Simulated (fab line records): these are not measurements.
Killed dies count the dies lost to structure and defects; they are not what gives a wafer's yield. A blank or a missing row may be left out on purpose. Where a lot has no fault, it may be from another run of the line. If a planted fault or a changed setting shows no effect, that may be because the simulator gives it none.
Problem report, 8D (eight disciplines) form, completed by code -- flow n5-finfet -- the parts of the form that need people (team, actions taken, sign-off) are left out

== 1. THE ISSUE ==
run-length-s at N5_BEOL_M2_CVD_47 reads a mean of 182.2 s on 4 wafers of 3 lots; wafers without a fault read 246.6 s with a standard deviation of 0.42. That is -99 or more standard deviations from the usual mean.
The step: deposits Co from CCTBA/H2, target thk 3 nm, time 223.8 s.
First seen on wafer L587.1, day 12 06:56, on cvd-co-01. At this step, 30 wafers from 10 lots have a number in the record. The rule behind "out" and "out of limits": a value lying over 4 standard deviations away from the usual mean. The rest of the wafers with a number are treated as sound.

== 2. WHAT IT IS; WHAT IT IS NOT ==
question,is,is not
which readings at this step,run-length-s,-
which lots,"L587, L588, L590","L573, L574, L580, L583, L584, L585, L596"
which wafers of those lots,"L587.1, L588.1, L590.2, L590.4","L587.2, L587.4, L588.2, L588.6, L590.6"
read on which tools,cvd-co-01,cvd-co-02
when,from day 12 06:56,"up to then (20 sound wafers); but 6 sound wafers of L588, L590, L596 came after"

== 3. WHAT RULES OUT EACH SUSPECT ==
Counting: any tool at a process step up to the reading remains a suspect provided it ran every lot that is out. Sound lots after the first of them don't rule it out here, since some wafers of a struck lot are sound.
- cvd-co-01 at N5_BEOL_M2_CVD_47 (deposits Co from CCTBA/H2, target thk 3 nm, time 223.8 s): kept. It ran every lot that is out, first L587 (day 12 06:56); its last sound lot up to then is L585 (day 10 07:12). On those wafers its own readings are out: run-length-s.
- Within cvd-co-01 at N5_BEOL_M2_CVD_47: the wafers that are out ran in chamber 1; their sound lot-mates ran in chamber 2.
After counting, what remains is cvd-co-01 at N5_BEOL_M2_CVD_47.

== 4. THE CAUSE (what the simulator had put in) ==
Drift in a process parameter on cvd-co-01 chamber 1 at N5_BEOL_M2_CVD_47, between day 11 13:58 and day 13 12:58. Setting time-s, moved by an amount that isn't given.
This tool alone remained once counting was done.

== 5. SEQUENCE OF EFFECTS, ordered by route ==
Each row: a reading whose mean over the struck wafers that have a number lies more than 3 standard deviations from the usual. Only readings for which the record gives a usual standard deviation are gone through. hours: the time from each lot's start at the first step in this table that gives one to its start at this step, as a median over the lots. sigmas: the change in usual standard deviations.
hours,step,reading,usual,on struck wafers,change,sigmas
0,N5_BEOL_M2_CVD_47,run-length-s,246.6 s,182.2,-64.4,-99 or more
149,N5_PASSIVATION_PROBE_49,sort_bin_8_speed,0.00 %,0.04,+0.04,+4.0
It contains these process steps:
- N5_BEOL_M2_CVD_47: deposits Co from CCTBA/H2, target thk 3 nm, time 223.8 s.
- N5_PASSIVATION_PROBE_49
Later steps that measure or inspect, where all struck wafers having a row at the step show a number for every such reading and not one has moved that far: N5_BEOL_M4_RC_MEAS_101.

== 6. WHAT WOULD HAVE CAUGHT IT SOONER ==
In this record the first reading out of limits was taken at day 12 06:56, 17 hours after the fault began at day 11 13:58.
